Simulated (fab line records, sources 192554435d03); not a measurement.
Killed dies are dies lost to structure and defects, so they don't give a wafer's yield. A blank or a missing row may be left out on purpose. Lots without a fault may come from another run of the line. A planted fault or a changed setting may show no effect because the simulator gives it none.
Problem report in the 8D (eight disciplines) form, filled by code | flow n5_finfet | the parts of the form that need people (team, actions taken, sign-off) are left out

1. THE PROBLEM
time_to_endpoint_s at N5_BEOL_M5_CMP_52 reads a mean of 90.6 s on 3 wafers of 2 lots; wafers without a fault read 61.7 s with a standard deviation of 2.8. That is +10 standard deviations from the usual mean.
The step: polishes, stops on SiCOH lowk, t overpolish 6.9 s, target thk 62 nm.
First seen on wafer L785.3, day 11 02:07, on cmp-03. The record holds 33 wafers of 11 lots with a number at this step. Rule for "out", or "out of limits": more than 4 standard deviations from the usual mean. The other wafers with a number count as sound.

2. WHAT IT IS AND WHAT IT IS NOT
question                    | is                     | is not
which readings at this step | time_to_endpoint_s     | edge_zone_pressure_frac, motor_current_A, pad_life_wafers, retaining_ring_pressure_frac
which lots                  | L785, L787             | L775, L776, L779, L780, L781, L782, L784, L786, L798
which wafers of those lots  | L785.3, L785.4, L787.1 | L785.5, L787.2, L787.5
read on which tools         | cmp-03                 | cmp-01, cmp-02
when                        | from day 11 02:07      | up to then (22 sound wafers); but 8 sound wafers of L786, L787, L798 came after

3. SUSPECTS, AND WHAT RULES EACH OUT
Counting: a tool at a process step up to the reading stays a suspect if it ran every lot that is out. Sound lots after the first of them don't rule it out here, since some wafers of a struck lot are sound.
- pvd_sputter-03 at N5_BEOL_M5_SPUTTER_83 (material Cu, target thk 15 nm, time 27.62 s): kept. It ran every lot that is out, first L785 (day 10 23:25); its last sound lot up to then is L782 (day 10 02:39).
- pvd_sputter-03 at N5_BEOL_M5_SPUTTER_90 (material Cu, target thk 4.5 nm, time 8.29 s): kept. It ran every lot that is out, first L785 (day 11 01:35); its last sound lot up to then is L782 (day 10 04:50).
- ecd_cu-01 at N5_BEOL_M5_ECD_50 (material Cu, target thk 300 nm): kept. It ran every lot that is out, first L785 (day 11 01:43); its last sound lot up to then is L784 (day 10 13:59).
- cmp-03 at N5_BEOL_M5_CMP_52 (polishes, stops on SiCOH lowk, t overpolish 6.9 s, target thk 62 nm): kept. It ran every lot that is out, first L785 (day 11 02:07); its last sound lot up to then is L784 (day 10 14:24). Its own readings are out on those wafers: time_to_endpoint_s.
Left after counting: pvd_sputter-03 at N5_BEOL_M5_SPUTTER_83, pvd_sputter-03 at N5_BEOL_M5_SPUTTER_90, ecd_cu-01 at N5_BEOL_M5_ECD_50, cmp-03 at N5_BEOL_M5_CMP_52.

4. THE CAUSE (what the simulator had put in)
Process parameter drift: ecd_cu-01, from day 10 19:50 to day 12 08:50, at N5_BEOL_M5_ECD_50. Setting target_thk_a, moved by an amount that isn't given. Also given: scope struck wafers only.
Counting left 4 suspects, and this tool is among them.

5. THE CHAIN OF EFFECTS, in route order
Each row: a reading whose mean over the struck wafers that have a number lies more than 3 standard deviations from the usual. Only readings for which the record gives a usual standard deviation are gone through. hours: the time from each lot's start at the first step in this table that gives one to its start at this step, as a median over the lots. sigmas: the change in usual standard deviations.
hours | step              | reading            | usual  | on struck wafers | change | sigmas
0     | N5_BEOL_M5_CMP_52 | time_to_endpoint_s | 61.7 s | 90.6             | +28.9  | +10
The process steps in it:
- N5_BEOL_M5_CMP_52: polishes, stops on SiCOH lowk, t overpolish 6.9 s, target thk 62 nm.

6. WHAT WOULD HAVE CAUGHT IT SOONER
In this record the first reading out of limits was taken at day 11 02:07, 6 hours after the fault began at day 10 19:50.
Of the lots that are out (2), L787 began N5_BEOL_M5_ECD_50 on ecd_cu-01 after day 11 02:07. A hold on the tool at that time would have spared it.
